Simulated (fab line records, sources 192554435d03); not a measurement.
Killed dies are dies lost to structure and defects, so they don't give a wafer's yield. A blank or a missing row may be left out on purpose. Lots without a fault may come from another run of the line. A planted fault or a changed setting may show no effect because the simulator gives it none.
A struck lot beside a sound one | flow n5_finfet | 42 steps out of a route of 1938
Sound: wafers L747.2, L747.3, L747.6. Struck: wafers L752.1, L752.3, L752.6. The cause comes at the end.
At each step with rows: each side's tool, then ch and its chambers, then its first start. Under that, the readings that differ: sound wafers | struck wafers | difference of the means | sigmas: that difference in standard deviations of wafers without a fault.
alike: readings whose means differ by less than 2 such deviations, and words and numbers that are the same on both sides. not compared: withheld readings, readings that some wafer has no value for, bounds like >300 that may hide the same value, and numbers for which the record gives no deviation and whose values overlap.
The two part at a step that has a row with sigmas, a row that says differs or no value, or rows on one side only. Numbers that don't overlap but have no deviation are shown without sigmas and don't part them. A reading that every wafer of one side lacks parts them only if that side has two wafers or more.

first, 2 steps without rows for these wafers: N5_BEOL_M2_ETCH_41 (etches SiCN in CH3F/O2, target depth 29.9 nm, time 52.5 s); N5_BEOL_M2_STRIP_97 (strips in N2/H2, time 10 s).
N5_BEOL_M2_OCD_MEAS_38:
  sound on ocd-01, day 7 07:41; struck on ocd-01, day 9 06:06
  alike: trench_depth_nm
then, 4 steps without rows for these wafers: N5_BEOL_M2_HM_STRIP_39 (strips TiN in peroxide tin strip, target depth 25 nm, time 158 s); N5_BEOL_M2_SRD_40 (time 30 s); N5_BEOL_M2_PRECLEAN_42 (cleans in residue remover, time 60 s); N5_BEOL_M2_SRD_43 (time 30 s).
N5_BEOL_M2_CD_MEAS_35: target cd 18 nm, target cd y 22.2 nm.
  sound on cd_sem-01, day 7 07:50; struck on cd_sem-02, day 9 06:15
  alike: cd_nm
then, 3 steps without rows for these wafers: N5_BEOL_M2_DEGAS_44 (time 60 s); N5_BEOL_M2_PRE_CLEAN_45 (time 30 s); N5_BEOL_M2_ALD_84 (deposits TaN, pulse time 2 s, purge time 3 s, co reactant purge time 2 s).
N5_BEOL_M2_SURFACE_TREAT_85:
  sound on pvd_sputter-02, day 7 09:02; struck on pvd_sputter-03, day 9 07:07
  not compared: pressure_mtorr, throttle_valve_pct
N5_BEOL_M2_CVD_47: deposits Co from CCTBA/H2, target thk 3 nm, time 223.8 s.
  sound on cvd_co-02 ch 0,2, day 7 09:07; struck on cvd_co-01 ch 0,2, day 9 07:12
  not compared: since_wet_clean_h
then, 4 steps without rows for these wafers: N5_BEOL_M2_SPUTTER_48 (material Cu, target thk 4.5 nm, time 8.29 s); N5_BEOL_M2_ANNEAL_49 (time 240 s); N5_BEOL_M2_SPUTTER_79 (material Cu, target thk 4.5 nm, time 8.29 s); N5_BEOL_M2_ANNEAL_80 (time 240 s).
N5_BEOL_M2_SPUTTER_81: material Cu, target thk 4.5 nm, time 8.29 s.
  sound on pvd_sputter-03, day 7 09:59; struck on pvd_sputter-03, day 9 07:52
  alike: substrate_temp_c, throttle_valve_pct
then, 3 steps without rows for these wafers: N5_BEOL_M2_ANNEAL_82 (time 240 s); N5_BEOL_M2_SPUTTER_86 (material Cu, target thk 4.5 nm, time 8.29 s); N5_BEOL_M2_ANNEAL_87 (time 240 s).
N5_BEOL_M2_SPUTTER_88: material Cu, target thk 4.5 nm, time 8.29 s.
  sound on pvd_sputter-03, day 7 10:25; struck on pvd_sputter-03, day 9 08:18
  alike: substrate_temp_c, throttle_valve_pct
then, 6 steps without rows for these wafers: N5_BEOL_M2_ANNEAL_89 (time 240 s); N5_BEOL_M2_SPUTTER_90 (material Cu, target thk 4.5 nm, time 8.29 s); N5_BEOL_M2_ANNEAL_91 (time 240 s); N5_BEOL_M2_SPUTTER_92 (material Cu, target thk 4.5 nm, time 8.29 s); N5_BEOL_M2_ANNEAL_93 (time 240 s); N5_BEOL_M2_SPUTTER_94 (material Cu, target thk 4.5 nm, time 8.29 s).
N5_BEOL_M2_ANNEAL_95: time 240 s.
  sound on pvd_sputter-03, day 7 11:10; struck on pvd_sputter-03, day 9 09:02
  alike: heater_power_w
then, 2 steps without rows for these wafers: N5_BEOL_M2_SPUTTER_96 (material Cu, target thk 4.5 nm, time 8.29 s); N5_BEOL_M2_ECD_50 (material Cu, target thk 300 nm).
N5_BEOL_M2_ANNEAL_51: time 90 s.
  sound on rtp_anneal-01 ch 0, day 7 11:52; struck on rtp_anneal-02 ch 0, day 9 09:23
  alike: wafer_temp_C_max
then, 1 step without rows for these wafers: N5_BEOL_M2_CMP_52 (polishes, stops on SiOC, t overpolish 6.8 s, target thk 40 nm).
N5_BEOL_M2_THK_MEAS_53: measures by xrf.
  sound on film_metro-01, day 7 12:25; struck on film_metro-02, day 9 09:58
  alike: M2_THK
then, 4 steps without rows for these wafers: N5_BEOL_M2_PRE_CLEAN_60 (time 15 s); N5_BEOL_M2_CO_CAP_55 (material Co, precursor CCTBA/H2, target thk 2 nm, time 102.1 s); N5_BEOL_M2_PRE_CLEAN_56 (time 15 s); N5_BEOL_M2_DEP_57 (deposits SiCN from 3MS/NH3, target thk 8 nm, time 14 s).
N5_BEOL_M2_RS_MEAS_58: measures by four-point-probe.
  sound on film_metro-02, day 7 12:41; struck on film_metro-02, day 9 10:19
  alike: M2_RS
then, 1 step without rows for these wafers: N5_BEOL_M3_ILD_DEP_00 (deposits SiOC from DEMS/O2, target thk 79 nm, time 15.3 s).
N5_BEOL_M3_THK_MEAS_01:
  sound on film_metro-02, day 7 12:49; struck on film_metro-02, day 9 10:26
  alike: M3_ILD_THK
-- the record jumps here: 6 days lie between the struck wafers' starts before and after (it left off in module BEOL_M3 and takes up again in module PASSIVATION, whose first step shown is number 1936 of the route) --
N5_PASSIVATION_PROBE_49:
  the record has rows for the struck wafers here (prober-01, day 14 23:33) and none for the sound ones

WHERE THEY PART
Only at N5_PASSIVATION_PROBE_49, within this record.

WHY: what the simulator had put in
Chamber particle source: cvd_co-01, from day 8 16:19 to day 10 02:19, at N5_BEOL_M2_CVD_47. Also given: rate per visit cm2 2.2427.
